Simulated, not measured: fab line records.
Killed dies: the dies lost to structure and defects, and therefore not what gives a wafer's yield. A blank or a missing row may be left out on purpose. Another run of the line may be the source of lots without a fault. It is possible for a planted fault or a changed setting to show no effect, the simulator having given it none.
The same fault as seen by 2 desks ; flow n5Finfet ; only its own numbers are on each desk; what lay behind them is given at the end

## FOR THE TOOL OWNER'S DESK: rieDiel-06
The tool's own readings at N5_BEOL_M7_TRENCH_ETCH_37 (etches SiCOH lowk in C4F6/O2, target depth 93.478 nm, time 31.2 s): means of the sampled wafers that have a number, for each lot that ran on this tool. A lot is out of limits, marked OUT, if its mean lies more than 4 standard deviations from the usual mean; the brackets give that distance. Of its 8 readings 7 are shown: those that lie furthest out on some lot.
Columns: A = C4F6_flow_sccm at N5_BEOL_M7_TRENCH_ETCH_37, usual 10.003 sccm; B = oes_f_703_au at N5_BEOL_M7_TRENCH_ETCH_37, usual 0.78 a.u.; C = oes_o_777_au at N5_BEOL_M7_TRENCH_ETCH_37, usual 0.78 a.u.; D = oesProductAu at N5_BEOL_M7_TRENCH_ETCH_37, usual 0.78 a.u.; E = rfVppV at N5_BEOL_M7_TRENCH_ETCH_37, usual 666 V; F = showerheadPlenumPTorr at N5_BEOL_M7_TRENCH_ETCH_37, usual 2.83 Torr; G = throttleValvePct at N5_BEOL_M7_TRENCH_ETCH_37, usual 20.92 %
lot;first seen here;A;B;C;D;E;F;G
L326;day 10 23:41;10.027;0.73;0.73;0.75;678;2.82;21.20
L328;day 12 03:37;9.988;0.70;0.71;0.71;667;2.89;21.01
L338;day 15 03:39;10.008;0.79;0.78;1.01;674;2.83;21.08
L341;day 15 04:31;9.989;0.79;0.78;0.91;682;2.76;21.11
L342;day 16 05:02;9.977;0.69;0.70;0.88;670;2.86;21.23
Result from this desk: across the 5 lots, nothing is out of limits.

## FROM THE METROLOGY DESK
What the gauges read, lot by lot, whatever tool the lot ran on: means of the sampled wafers that have a number. A lot is out of limits, marked OUT, if its mean lies more than 4 standard deviations from the usual mean; the brackets give that distance. Shown are 7 of the 14 readings it has, namely the first that went out of limits plus those furthest out on some lot.
Columns: A = DIBL_N at N5_BEOL_M4_RC_MEAS_101, usual 36.5 mV/V; B = SS_N at N5_BEOL_M4_RC_MEAS_101, usual 71.7 mV/dec; C = VT_P at N5_BEOL_M4_RC_MEAS_101, usual -251 mV; D = cdNm at N5_BEOL_M7_CD_MEAS_18, usual 40.0 nm; E = trenchDepthNm at N5_BEOL_M7_OCD_MEAS_38, usual 93.2 nm; F = M7_THK at N5_BEOL_M7_THK_MEAS_53, usual 81.7 nm; G = M7_RS at N5_BEOL_M7_RS_MEAS_57, usual 0.286 ohm/sq
lot;first seen here;A;B;C;D;E;F;G
L324;day 9 01:02;34.3;70.7;-248;38.8;91.4;79.6;0.292
L322;day 9 12:31;39.4;72.2;-252;38.8;93.8;82.2;0.284
L326;day 9 21:43;37.7;71.6;-252;40.3;92.8;82.4;0.283
L328;day 10 21:35;35.8;71.0;-256;39.1;92.9;79.8;0.292
L338;day 13 19:34;34.2;71.9;-253;40.9;133.4 (+21) OUT;122.2 (+19) OUT;0.198 (-9.7) OUT
L341;day 13 20:02;36.4;71.9;-254;39.9;113.3 (+11) OUT;103.2 (+10) OUT;0.236 (-5.5) OUT
L342;day 14 21:52;35.9;71.5;-252;39.0;129.1 (+19) OUT;118.2 (+17) OUT;0.206 (-8.9) OUT
L343;day 15 11:43;34.9;71.4;-252;39.9;89.6;78.5;0.300
This desk's finding: out of limits on L338, L341, L342; first on L338, day 15 03:49 (trenchDepthNm at N5_BEOL_M7_OCD_MEAS_38). L324, L322, L326, L328, L343: within limits.

## BROUGHT TOGETHER
Metrology desk: alarm possible at day 15 03:49 on L338, L341, L342.
Nothing out of limits was seen by the tool owner's desk.
On record at the tool owner's desk: L338, L341, L342, within its limits.
Every lot named ran N5_BEOL_M7_TRENCH_ETCH_37 on rieDiel-06.

## WHAT THE SIMULATOR PUT IN
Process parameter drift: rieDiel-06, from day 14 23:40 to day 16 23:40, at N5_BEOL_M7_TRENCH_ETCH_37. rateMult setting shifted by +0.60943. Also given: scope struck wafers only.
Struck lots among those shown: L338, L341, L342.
Delay in hours, fault start to first out-of-limits reading, per desk: metrology desk 4.
